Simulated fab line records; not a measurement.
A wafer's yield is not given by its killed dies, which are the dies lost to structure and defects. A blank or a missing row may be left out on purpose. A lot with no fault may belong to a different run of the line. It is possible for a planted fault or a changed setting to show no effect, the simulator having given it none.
fab line records || flow n5Finfet
record: {"lots": 4, "wafers": 12, "lastDay": 18}
route steps=1938 shown BEOL_M10@1521 BEOL_M11@1536 PASSIVATION@1936
lots untouched by any fault: they come from a run of this same line in which no faults occurred
startH: the number of hours between the record's first day and the start of the first shown wafer of the lot || waitH: hours since the lot's step before || " the same as in the row above || L1.1+2: several wafers, shown together as one row || - no value, or no start given || * or withheld: withheld || < > ~ a bound
route shown NAME@n: names a module that has steps shown in the file, with the first one's number in the route || usual: the fault-free wafers' mean and standard deviation || same: alike in all rows || chamber/n: place in a boat || sites: per-site readings || _std_site: their standard deviation || _edge_site: the outer-site mean with the inner-site mean subtracted || radiusMm: for every site, how far away it sits from the centre of the wafer || mask NAME#n: copy n || behind: tool/chamber where the wafer was last shaped || hold: what put the lot on hold/how long, in hours/how the hold closed || device: whichever transistor did not switch (one of n, p or np) || end of line: tests of these same wafers at the route's end || a step without rows: its recipe alone || killed: not the wafer's yield, but the dies lost to structure and defects at the first sort || map: per-die view of a wafer (x killed, . not killed, _ where there is no die)
set.NAME: the setting that was run; set.NAME@STEP: the one run at that earlier step || model.NAME: the simulator's own value behind a step, which no gauge read
certain route steps with their lots: each step a table, each wafer a row
services: the hour from which a tool's chamber was out of use, counted from the record's first day as startH (under 0 if before that day), plus the number of hours and why
== steps ==
step: N5_BEOL_M10_CURE_72
recipe: {"tempC": 370, "timeS": 120, "ambient": "DMADMS/He", "material": "SiCOH_lowk"}
step: N5_BEOL_M10_DEGAS_44
recipe: {"ambient": "vacuum", "tempC": 250, "timeS": 60}
step: N5_BEOL_M10_PRE_CLEAN_45
recipe: {"gas": "H2/He", "timeS": 30, "tempC": 250}
step: N5_BEOL_M10_ALD_74
recipe: {"material": "TaN", "targetThkA": 20, "tempC": 275, "aldPrecursorFamily": "PDMAT", "aldCoReactant": "NH3", "pressureTorr": 3, "carrierFlowSccm": 1500, "pulseTimeS": 2, "purgeTimeS": 3, "coReactantPurgeTimeS": 2, "coReactantPulseTimeS": 3, "aldCycles": 40, "precursorVesselTempC": 75, "precursorVesselPressureTorr": 26.25, "precursorVesselCarrierSccm": 1000}
step: N5_BEOL_M10_SURFACE_TREAT_76
recipe: {"gas": "Ar", "timeS": "*", "ionEnergyEv": "*", "ionCurrentMaCm2": 0.5, "pressureMtorr": "*", "arFlowSccm": 30}
step: N5_BEOL_M10_CVD_75
recipe: {"material": "Co", "targetThkA": 20, "tempC": "withheld", "precursor": "CCTBA/H2", "pressureTorr": 30, "timeS": 138.9}
step: N5_BEOL_M10_SPUTTER_48
recipe: {"material": "Cu", "targetThkA": 120, "tempC": -20, "biasV": 60, "powerW": 26000, "chamberPressurePa": 0.13, "timeS": 2}
step: N5_BEOL_M10_ECD_50
recipe: {"material": "Cu", "targetThkA": 3180}
step: N5_BEOL_M10_ANNEAL_51
recipe: {"tempC": 225, "timeS": 90, "ambient": "N2"}
step: N5_BEOL_M10_CMP_52
recipe: {"stopOn": "SiCOH_lowk", "tOverpolishS": 7, "downForcePsi": 1, "platenRpm": 50, "clearingPlatenDownForcePsi": 1.5, "clearingPlatenRpm": 50, "postCmpClean": "cuAlkaline", "targetThkNm": 140, "clearingPlatenPadVelocityMS": 0.99484, "padVelocityMS": 0.99484}
step: N5_BEOL_M10_PRE_CLEAN_55
recipe: {"gas": "NH3", "timeS": 15, "tempC": "withheld", "rfPowerW": 300}
step: N5_BEOL_M10_DEP_56
recipe: {"material": "SiCN", "targetThkA": 150, "tempC": "withheld", "precursor": "3MS/NH3", "pressureTorr": 3, "rfW": 202, "timeS": 26.5}
usual: {"chamberPressureTorr": "3.001/0.0062", "showerheadPlenumPTorr": "3.672/0.013", "throttleValvePct": "8.7/0.32"}
{"lot.wafer": "L587.1", "tool": "pecvd-03", "chamber": 2, "startH": 286.50, "waitH": 0.0, "chamberPressureTorr": 3.000, "showerheadPlenumPTorr": 3.670, "sinceWetCleanH": 54, "throttleValvePct": 8.4}
{"lot.wafer": "L587.2", "tool": "pecvd-03", "chamber": 0, "startH": 286.50, "waitH": 0.0, "chamberPressureTorr": 3.002, "showerheadPlenumPTorr": 3.689, "sinceWetCleanH": 809, "throttleValvePct": 9.2}
{"lot.wafer": "L587.4", "tool": "pecvd-03", "chamber": 0, "startH": 286.50, "waitH": 0.0, "chamberPressureTorr": 2.995, "showerheadPlenumPTorr": 3.685, "sinceWetCleanH": "-", "throttleValvePct": 9.1}
{"lot.wafer": "L588.3", "tool": "pecvd-03", "chamber": 2, "startH": 288.99, "waitH": 0.0, "chamberPressureTorr": 2.992, "showerheadPlenumPTorr": 3.679, "sinceWetCleanH": "-", "throttleValvePct": 8.2}
{"lot.wafer": "L588.4", "tool": "pecvd-03", "chamber": 0, "startH": 288.99, "waitH": 0.0, "chamberPressureTorr": 3.004, "showerheadPlenumPTorr": 3.688, "sinceWetCleanH": "-", "throttleValvePct": 9.4}
{"lot.wafer": "L588.5", "tool": "pecvd-03", "chamber": 0, "startH": 288.99, "waitH": 0.0, "chamberPressureTorr": 3.007, "showerheadPlenumPTorr": 3.688, "sinceWetCleanH": "-", "throttleValvePct": 9.2}
{"lot.wafer": "L597.1", "tool": "pecvd-04", "chamber": 0, "startH": 345.76, "waitH": 0.0, "chamberPressureTorr": 3.002, "showerheadPlenumPTorr": 3.657, "sinceWetCleanH": 1050, "throttleValvePct": 8.7}
{"lot.wafer": "L597.5", "tool": "pecvd-04", "chamber": 0, "startH": 345.76, "waitH": 0.0, "chamberPressureTorr": 3.013, "showerheadPlenumPTorr": 3.667, "sinceWetCleanH": "-", "throttleValvePct": 8.5}
{"lot.wafer": "L597.6", "tool": "pecvd-04", "chamber": 2, "startH": 345.76, "waitH": 0.0, "chamberPressureTorr": 3.002, "showerheadPlenumPTorr": 3.660, "sinceWetCleanH": "-", "throttleValvePct": 8.3}
{"lot.wafer": "L600.1", "tool": "pecvd-01", "chamber": 1, "startH": 382.20, "waitH": 0.0, "chamberPressureTorr": 2.993, "showerheadPlenumPTorr": 3.678, "sinceWetCleanH": 1992, "throttleValvePct": 8.8}
{"lot.wafer": "L600.3", "tool": "pecvd-01", "chamber": 0, "startH": 382.20, "waitH": 0.0, "chamberPressureTorr": 3.012, "showerheadPlenumPTorr": 3.673, "sinceWetCleanH": 1267, "throttleValvePct": 8.9}
{"lot.wafer": "L600.6", "tool": "pecvd-01", "chamber": 0, "startH": 382.20, "waitH": 0.0, "chamberPressureTorr": 3.006, "showerheadPlenumPTorr": 3.676, "sinceWetCleanH": "-", "throttleValvePct": 9.0}
step: N5_BEOL_M10_INSPECT_58
recipe: {"inspectInstrument": "darkfield", "mode": "postDep"}
usual: {"rawDefectCount": "76/23"}
{"lot.wafer": "L587.1", "tool": "defectInspect-02", "chamber": "-", "startH": 286.60, "waitH": 0.0, "rawDefectCount": 722}
{"lot.wafer": "L587.2", "tool": "defectInspect-02", "chamber": "-", "startH": 286.60, "waitH": 0.0, "rawDefectCount": 724}
{"lot.wafer": "L587.4", "tool": "defectInspect-02", "chamber": "-", "startH": 286.60, "waitH": 0.0, "rawDefectCount": 723}
{"lot.wafer": "L588.3", "tool": "defectInspect-02", "chamber": "-", "startH": 289.09, "waitH": 0.0, "rawDefectCount": 721}
{"lot.wafer": "L588.4", "tool": "defectInspect-02", "chamber": "-", "startH": 289.09, "waitH": 0.0, "rawDefectCount": 733}
{"lot.wafer": "L588.5", "tool": "defectInspect-02", "chamber": "-", "startH": 289.09, "waitH": 0.0, "rawDefectCount": 758}
{"lot.wafer": "L597.1", "tool": "defectInspect-02", "chamber": "-", "startH": 345.86, "waitH": 0.0, "rawDefectCount": 83}
{"lot.wafer": "L597.5", "tool": "defectInspect-02", "chamber": "-", "startH": 345.86, "waitH": 0.0, "rawDefectCount": 49}
{"lot.wafer": "L597.6", "tool": "defectInspect-02", "chamber": "-", "startH": 345.86, "waitH": 0.0, "rawDefectCount": 59}
{"lot.wafer": "L600.1", "tool": "defectInspect-02", "chamber": "-", "startH": 382.30, "waitH": 0.0, "rawDefectCount": 70}
{"lot.wafer": "L600.3", "tool": "defectInspect-02", "chamber": "-", "startH": 382.30, "waitH": 0.0, "rawDefectCount": 45}
{"lot.wafer": "L600.6", "tool": "defectInspect-02", "chamber": "-", "startH": 382.30, "waitH": 0.0, "rawDefectCount": 59}
step: N5_BEOL_M11_ILD_DEP_00
recipe: {"material": "SiCOH_lowk", "targetThkA": 3085.1, "tempC": 300, "precursor": "DEMS/porogen", "pressureTorr": 5, "rfW": 500, "timeS": 58}
step: N5_BEOL_M11_CURE_71
recipe: {"tempC": 385, "timeS": 240, "ambient": "He/Ar", "material": "SiCOH_lowk"}
step: N5_BEOL_M11_PECVD_70
recipe: {"material": "SiO2", "targetThkA": 200, "tempC": 400, "precursor": "TEOS/O2", "pressureTorr": 5.5, "rfW": 450, "teosFlowSccm": 53.8, "gas": "O2", "flowSccm": 3000, "timeS": 22.7}
step: N5_BEOL_M11_HM_DEP_02
recipe: {"material": "TiN", "targetThkA": 200, "tempC": 25, "chamberPressurePa": 0.49996}
step: N5_BEOL_M11_COAT_59
recipe: {"resist": "SOC", "tempC": 250, "timeS": 60, "spinRpm": 1500, "resistThkNm": 100}
step: N5_BEOL_M11_COAT_60
recipe: {"resist": "SiARC", "tempC": 220, "timeS": 60, "spinRpm": 1500, "resistThkNm": 30}
step: N5_BEOL_M11_COAT_05
recipe: {"resist": "CAR-ArF", "spinRpm": 1500, "resistThkNm": 90}
step: N5_BEOL_M11_EBR_07
recipe: {"solvent": "PGMEA", "ebrWidthMm": 1.5}
step: N5_BEOL_M11_SOFTBAKE_06
recipe: {"tempC": 110, "timeS": 60, "resist": "CAR-ArF"}
step: N5_BEOL_M11_EXPOSE_08
recipe: {"maskId": "M11", "na": 1.35, "sourceShape": "dipole", "sigmaInner": 0.411, "sigmaOuter": 0.611, "polarization": "te", "doseMj": 53.75}
step: N5_BEOL_M11_PEB_09
recipe: {"pebTempC": "withheld", "pebTimeS": 60, "resist": "CAR-ArF"}
step: N5_BEOL_M11_DEVELOP_10
recipe: {"developTimeS": 30, "developer": "TMAH", "resist": "CAR-ArF", "rinseLiquid": "diw", "dry": "airSpin", "devTempC": 23}
step: N5_BEOL_M11_INSPECT_13
recipe: {"mode": "adi", "inspectInstrument": "brightfield"}
usual: {"rawDefectCount": "416/100"}
{"lot.wafer": "L587.1", "tool": "defectInspect-02", "chamber": "-", "startH": 288.81, "waitH": 0.0, "rawDefectCount": 1012}
{"lot.wafer": "L587.2", "tool": "defectInspect-02", "chamber": "-", "startH": 288.81, "waitH": 0.0, "rawDefectCount": 1023}
{"lot.wafer": "L587.4", "tool": "defectInspect-02", "chamber": "-", "startH": 288.81, "waitH": 0.0, "rawDefectCount": 1006}
{"lot.wafer": "L588.3", "tool": "defectInspect-02", "chamber": "-", "startH": 291.78, "waitH": 0.0, "rawDefectCount": 1100}
{"lot.wafer": "L588.4", "tool": "defectInspect-02", "chamber": "-", "startH": 291.78, "waitH": 0.0, "rawDefectCount": 1044}
{"lot.wafer": "L588.5", "tool": "defectInspect-02", "chamber": "-", "startH": 291.78, "waitH": 0.0, "rawDefectCount": 1084}
{"lot.wafer": "L597.1", "tool": "defectInspect-01", "chamber": "-", "startH": 347.34, "waitH": 0.0, "rawDefectCount": 365}
{"lot.wafer": "L597.5", "tool": "defectInspect-01", "chamber": "-", "startH": 347.34, "waitH": 0.0, "rawDefectCount": 370}
{"lot.wafer": "L597.6", "tool": "defectInspect-01", "chamber": "-", "startH": 347.34, "waitH": 0.0, "rawDefectCount": 367}
{"lot.wafer": "L600.1", "tool": "defectInspect-02", "chamber": "-", "startH": 386.48, "waitH": 0.0, "rawDefectCount": 411}
{"lot.wafer": "L600.3", "tool": "defectInspect-02", "chamber": "-", "startH": 386.48, "waitH": 0.0, "rawDefectCount": 455}
{"lot.wafer": "L600.6", "tool": "defectInspect-02", "chamber": "-", "startH": 386.48, "waitH": 0.0, "rawDefectCount": 499}
step: N5_BEOL_M11_DESCUM_16
recipe: {"chemistry": "O2", "timeS": 7.9, "sourcePowerW": 50, "biasPowerW": 20, "pressureMtorr": 20, "rfFrequencyHz": 2.712e+07, "tempC": 40, "resist": "CAR-ArF", "o2FlowSccm": 225}
step: N5_BEOL_M11_ETCH_61
recipe: {"chemistry": "CF4", "target": "SiARC", "targetDepthA": 390, "maskMaterial": "CAR-ArF", "timeS": 65, "ionEnergyEv": 80, "pressureMtorr": 40, "sourceW": 545, "biasW": 36, "Ar_flow_sccm": 100, "cf4FlowSccm": 100, "ends": "cleared"}
step: N5_BEOL_M11_ETCH_62
recipe: {"chemistry": "N2/H2", "target": "SOC", "targetDepthA": 1100, "overetchA": 220, "maskMaterial": "SiARC", "tempC": 40, "timeS": 165, "ionEnergyEv": 200, "pressureMtorr": 30, "sourceW": 840, "biasW": 150, "n2FlowSccm": 200, "h2FlowSccm": 200}
step: N5_BEOL_M11_STRIP_68
recipe: {"chemistry": "N2/H2", "tempC": 40, "n2FlowSccm": 200, "h2FlowSccm": 200, "rfFrequencyHz": 6e+07}
step: N5_BEOL_M11_STRIP_67
recipe: {"chemistry": "CF4", "resist": "SiARC", "powerW": 300, "biasPowerW": 75, "pressureMtorr": 50, "cf4FlowSccm": 150, "rfFrequencyHz": 6e+07}
step: N5_BEOL_M11_HM_OPEN_17
recipe: {"chemistry": "Cl2/BCl3", "targetDepthA": 200, "overetchA": 60, "target": "TiN", "maskMaterial": "SOC", "ionEnergyEv": 150, "pressureMtorr": 10, "icpW": 1000, "biasW": 126, "Cl2_flow_sccm": 53.25, "bcl3FlowSccm": 21.75, "Ar_flow_sccm": 25}
step: N5_BEOL_M11_STRIP_19
recipe: {"chemistry": "O2", "powerW": 400, "tempC": 40, "pressureMtorr": 30, "rfFrequencyHz": 6e+07, "biasPowerW": 0, "overashFraction": 0.2, "o2FlowSccm": 225}
step: N5_BEOL_M11_COAT_63
recipe: {"resist": "SOC", "tempC": 250, "timeS": 60, "spinRpm": 1500, "resistThkNm": 100}
step: N5_BEOL_M11_COAT_64
recipe: {"resist": "SiARC", "tempC": 220, "timeS": 60, "spinRpm": 1500, "resistThkNm": 30}
step: N5_BEOL_M11_COAT_22
recipe: {"resist": "CAR-ArF", "spinRpm": 1500, "resistThkNm": 90}
step: N5_BEOL_M11_INSPECT_30
recipe: {"mode": "adi", "inspectInstrument": "brightfield"}
usual: {"rawDefectCount": "417/110"}
{"lot.wafer": "L587.1", "tool": "defectInspect-02", "chamber": "-", "startH": 292.31, "waitH": 0.0, "rawDefectCount": 986}
{"lot.wafer": "L587.2", "tool": "defectInspect-02", "chamber": "-", "startH": 292.31, "waitH": 0.0, "rawDefectCount": 1037}
{"lot.wafer": "L587.4", "tool": "defectInspect-02", "chamber": "-", "startH": 292.31, "waitH": 0.0, "rawDefectCount": 1007}
{"lot.wafer": "L588.3", "tool": "defectInspect-02", "chamber": "-", "startH": 292.94, "waitH": 0.0, "rawDefectCount": 1144}
{"lot.wafer": "L588.4", "tool": "defectInspect-02", "chamber": "-", "startH": 292.94, "waitH": 0.0, "rawDefectCount": 1068}
{"lot.wafer": "L588.5", "tool": "defectInspect-02", "chamber": "-", "startH": 292.94, "waitH": 0.0, "rawDefectCount": 1077}
{"lot.wafer": "L597.1", "tool": "defectInspect-02", "chamber": "-", "startH": 349.00, "waitH": 0.0, "rawDefectCount": 329}
{"lot.wafer": "L597.5", "tool": "defectInspect-02", "chamber": "-", "startH": 349.00, "waitH": 0.0, "rawDefectCount": 342}
{"lot.wafer": "L597.6", "tool": "defectInspect-02", "chamber": "-", "startH": 349.00, "waitH": 0.0, "rawDefectCount": 331}
{"lot.wafer": "L600.1", "tool": "defectInspect-02", "chamber": "-", "startH": 387.42, "waitH": 0.0, "rawDefectCount": 409}
{"lot.wafer": "L600.3", "tool": "defectInspect-02", "chamber": "-", "startH": 387.42, "waitH": 0.0, "rawDefectCount": 467}
{"lot.wafer": "L600.6", "tool": "defectInspect-02", "chamber": "-", "startH": 387.42, "waitH": 0.0, "rawDefectCount": 496}
step: N5_PASSIVATION_PROBE_49
usual: {"defectLimitedYield": "91.5/1.5", "killed_at_M0_to_M3": "32/10", "killed_at_M4_up": "13/4.9", "killedAtContacts": "13/6.1", "killedAtFrontEnd": "38/11", "killedAtOther": "3/3.2", "killedDies": "101/18", "killedOpen": "66/13", "killedShort": "32/8.3", "sort_bin_5_function": "5.0/1", "sort_bin_6_memory": "3.2/0.74", "sort_bin_8_speed": "0.1/1.1", "sortNPass": "1078/22"}
same: {"grossDies": 1180, "killedAtBackSide": 0, "sort_bin_4_leakage[%]": 0}
{"lot.wafer": "L587.1", "tool": "prober-02", "chamber": "-", "startH": 335.35, "waitH": 0.0, "defectLimitedYield[%]": 81.3, "killed_at_M0_to_M3": 22, "killed_at_M4_up": 138, "killedAtContacts": 3, "killedAtFrontEnd": 50, "killedAtOther": 8, "killedDies": 221, "killedOpen": 40, "killedShort": 49, "sort_bin_5_function[%]": 12.0, "sort_bin_6_memory[%]": 4.1, "sort_bin_8_speed[%]": 0, "sortNPass": 959}
{"lot.wafer": "L587.2", "tool": "prober-02", "chamber": "-", "startH": 335.40, "waitH": 0.1, "defectLimitedYield[%]": 80.9, "killed_at_M0_to_M3": 28, "killed_at_M4_up": 132, "killedAtContacts": 12, "killedAtFrontEnd": 53, "killedAtOther": 0, "killedDies": 225, "killedOpen": 63, "killedShort": 30, "sort_bin_5_function[%]": 11.8, "sort_bin_6_memory[%]": 4.4, "sort_bin_8_speed[%]": 0, "sortNPass": 955}
{"lot.wafer": "L587.4", "tool": "prober-02", "chamber": "-", "startH": 335.50, "waitH": 0.2, "defectLimitedYield[%]": 78.5, "killed_at_M0_to_M3": 45, "killed_at_M4_up": 139, "killedAtContacts": 13, "killedAtFrontEnd": 51, "killedAtOther": 6, "killedDies": 254, "killedOpen": 81, "killedShort": 43, "sort_bin_5_function[%]": 13.6, "sort_bin_6_memory[%]": 5.5, "sort_bin_8_speed[%]": 0, "sortNPass": 926}
{"lot.wafer": "L588.3", "tool": "prober-01", "chamber": "-", "startH": 335.45, "waitH": 0.1, "defectLimitedYield[%]": 83.4, "killed_at_M0_to_M3": 23, "killed_at_M4_up": 124, "killedAtContacts": 16, "killedAtFrontEnd": 30, "killedAtOther": 3, "killedDies": 196, "killedOpen": 52, "killedShort": 24, "sort_bin_5_function[%]": 9.8, "sort_bin_6_memory[%]": 4.1, "sort_bin_8_speed[%]": 0, "sortNPass": 984}
{"lot.wafer": "L588.4", "tool": "prober-01", "chamber": "-", "startH": 335.50, "waitH": 0.2, "defectLimitedYield[%]": 81.4, "killed_at_M0_to_M3": 21, "killed_at_M4_up": 131, "killedAtContacts": 21, "killedAtFrontEnd": 42, "killedAtOther": 4, "killedDies": 219, "killedOpen": 58, "killedShort": 35, "sort_bin_5_function[%]": 11.3, "sort_bin_6_memory[%]": 4.6, "sort_bin_8_speed[%]": 0, "sortNPass": 961}
{"lot.wafer": "L588.5", "tool": "prober-01", "chamber": "-", "startH": 335.55, "waitH": 0.2, "defectLimitedYield[%]": 80.6, "killed_at_M0_to_M3": 30, "killed_at_M4_up": 148, "killedAtContacts": 18, "killedAtFrontEnd": 28, "killedAtOther": 5, "killedDies": 229, "killedOpen": 62, "killedShort": 33, "sort_bin_5_function[%]": 11.7, "sort_bin_6_memory[%]": 5.3, "sort_bin_8_speed[%]": 0, "sortNPass": 951}
killed by level:class
L587.1 BEOL_M10:unspecified=129 GATE_CUT:geometricParticle:short=14 FIN_SAQP:geometricParticle:short=10 STI_FIN_REVEAL:geometricParticle:open=6 BEOL_M0_SAQP:geometricParticle:short=6 BEOL_M0_SAQP:geometricParticle:open=6 FIN_SAQP:geometricParticle:open=4 GATE_CUT:geometricParticle:open=4
L587.2 BEOL_M10:unspecified=125 FIN_SAQP:geometricParticle:open=14 BEOL_M1:geometricParticle:open=9 FIN_SAQP:geometricParticle:short=8 MOL_CONTACT_COAG:geometricParticle:open=8 BEOL_M0_SAQP:geometricParticle:short=8 HKMG_FIN:areaEtch=6 GATE_CUT:geometricParticle:open=5
L588.3 BEOL_M10:unspecified=116 MOL_CONTACT_COAG:geometricParticle:open=12 BEOL_M1:geometricParticle:open=9 FIN_SAQP:geometricParticle:short=6 FIN_SAQP:geometricParticle:open=5 BEOL_M0_SAQP:geometricParticle:open=5 STI_FIN_REVEAL:geometricParticle:open=4 GATE_CUT:geometricParticle:short=4
L587.4 BEOL_M10:unspecified=129 FIN_SAQP:geometricParticle:short=15 FIN_SAQP:geometricParticle:open=14 BEOL_M0_SAQP:geometricParticle:short=14 MOL_CONTACT_COAG:geometricParticle:open=9 BEOL_M2:geometricParticle:open=8 BEOL_M0_SAQP:geometricParticle:open=7 BEOL_M1:geometricParticle:open=7
L588.4 BEOL_M10:unspecified=124 MOL_CONTACT_COAG:geometricParticle:open=13 FIN_SAQP:geometricParticle:short=9 DUMMY_GATE:geometricParticle:open=7 MOL_CONTACT_COAG:geometricParticle:short=7 FIN_SAQP:geometricParticle:open=6 GATE_CUT:geometricParticle:short=6 GATE_CUT:geometricParticle:open=6
L588.5 BEOL_M10:unspecified=132 MOL_CONTACT_COAG:geometricParticle:open=14 BEOL_M0_SAQP:geometricParticle:open=12 GATE_CUT:geometricParticle:short=9 BEOL_M1:geometricParticle:open=8 STI_FIN_REVEAL:geometricParticle:open=6 BEOL_M0_SAQP:geometricParticle:short=5 FIN_SAQP:geometricParticle:short=4
map L587.4 (x killed, . not)
_________________............________________
______________....x.x..........._____________
___________.............x..........__________
__________..x.x.x.........x........._________
________...........x....x.x.x........._______
_______x...xx...x.x.........x..x.x.....______
______............x.xx.x.....x.x....x..._____
_____..x....x...........x................____
____x..x....................x.............___
___.....xx......x..........................__
___...x....x....x...........xx...x.........__
__...x...x..x...x......x.........x.....x...._
__....x.....x..x...x....x...x......x.x....x._
_.x....x..x.x........x....x...........x......
_...xx.............x..........x..............
_......x.....xx..xx...x..x......x.........x..
_...x......x.x.x.xxx.x..............x........
_......x...x.x.xxxx.xxxx.........x...........
_.........xxxxxxxxxxxxx.....x...........x....
_.xx.......xxxxxxxxxxx.x..x..................
_.....x...xxxxxxxxxxxxx.......x..x.....x.....
__.x.....xxxxxxxxxxxxxx.x.......x........x.._
__.......xxxxxxxxxxxxxxx..........x........._
___.......xxxxxxxxxxxx..............x......__
___......xxxxxxxxxxxxxx....................__
____x......xxxxxxxxxx...x.x...x...x.......___
_____.x...xx.x.xx.x...xx...x.x...........____
______.......x...xx..............x......_____
_______...x....x.x....x................______
________......x.............x......x.._______
__________........x..........x..xxx._________
___________......x.x..x.........x..__________
______________...........xx....._____________
_________________............________________
map L588.5 (x killed, . not)
_________________............________________
______________.x....x....x..x..._____________
___________...................x....__________
__________..................x......._________
________.................x............_______
_______.......................x....x...______
______....xx.....................x......_____
_____....................................____
____...x....x.....................x.x...xx___
___.x.......x.x............................__
___x....x.........................x........__
__.....x...x.......x.x.............x........_
__......x...x.............................x._
_...........x..................x..x..........
_.....x.x..x............x....................
_.......x..x..x.xx............x.....x........
_...........x..xxxxx...x.....................
_........x.x.xxxx.xxxxx.....x....x..........x
_........xxxxxxxxxxxxx..x..............x.....
_.........xxxxxxxxxxxx.......xx..........x..x
_.........xxxxxxxxxxxxx.x....x...........x...
__....x..xxxxxxxxxxxxxx.xx.................._
__..x.x...xxxxxxxxxxxxx.xx..x........x......_
___.x...xxxxxxxxxxxxxx...........x.....x...__
___.....x.xxxxxxxxxxxxx...........x........__
____x......xxxxxxxxxxx.x...x...x.xx.......___
_____.....x...xxx.xxxx....x.x..x......x..____
______......x...xx..x...............x..._____
_______..x.x......x....................______
________.......x......x..............._______
__________.......x...x..x.x........._________
___________.....................x..__________
______________.....x........x..._____________
_________________.x..........________________
== services ==
{"tool": "pecvd-03", "chamber": 2, "startH": 293.08, "hours": 6.2, "kind": "repair"}
{"tool": "pecvd-04", "chamber": "-", "startH": 308.81, "hours": 2.8, "kind": "pm"}
{"tool": "pecvd-04", "chamber": "-", "startH": 312.50, "hours": 1.0, "kind": "repair"}
{"tool": "pecvd-01", "chamber": "-", "startH": 318.70, "hours": 1.5, "kind": "repair"}
{"tool": "pecvd-03", "chamber": 1, "startH": 331.08, "hours": 5.5, "kind": "scheduledDown"}
{"tool": "pecvd-01", "chamber": "-", "startH": 353.54, "hours": 0.9, "kind": "repair"}
{"tool": "pecvd-03", "chamber": 2, "startH": 354.14, "hours": 3.8, "kind": "repair"}
{"tool": "pecvd-03", "chamber": 0, "startH": 374.56, "hours": 2.1, "kind": "scheduledDown"}
{"tool": "pecvd-03", "chamber": "-", "startH": 380.21, "hours": 3.3, "kind": "repair"}
== key ==
firstSign: {"step": "N5_BEOL_M10_INSPECT_58", "reading": "rawDefectCount", "direction": "up", "sigmas": 29, "usual": 76, "struck": 730}
effect: {"step": "N5_BEOL_M11_INSPECT_13", "reading": "rawDefectCount", "direction": "up", "sigmas": 6.1, "usual": 416, "struck": 1045}
effect: {"step": "N5_BEOL_M11_INSPECT_30", "reading": "rawDefectCount", "direction": "up", "sigmas": 6, "usual": 417, "struck": 1053}
effect: {"step": "N5_PASSIVATION_PROBE_49", "reading": "killed_at_M4_up", "direction": "up", "sigmas": 25, "usual": 13, "struck": 135}
moreKillsBornAt: {"N5_BEOL_M10_DEP_56@pecvd-03": 755}
metAt N5_BEOL_M10_DEP_56
struckWafers L587.1,L587.2,L587.4,L588.3,L588.4,L588.5
fault: {"kind": "chamberParticleSource", "tool": "pecvd-03", "chamber": "-", "onsetH": 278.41, "steps": "N5_BEOL_M10_DEP_56", "ratePerVisitCm2": 1.02, "endH": 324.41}
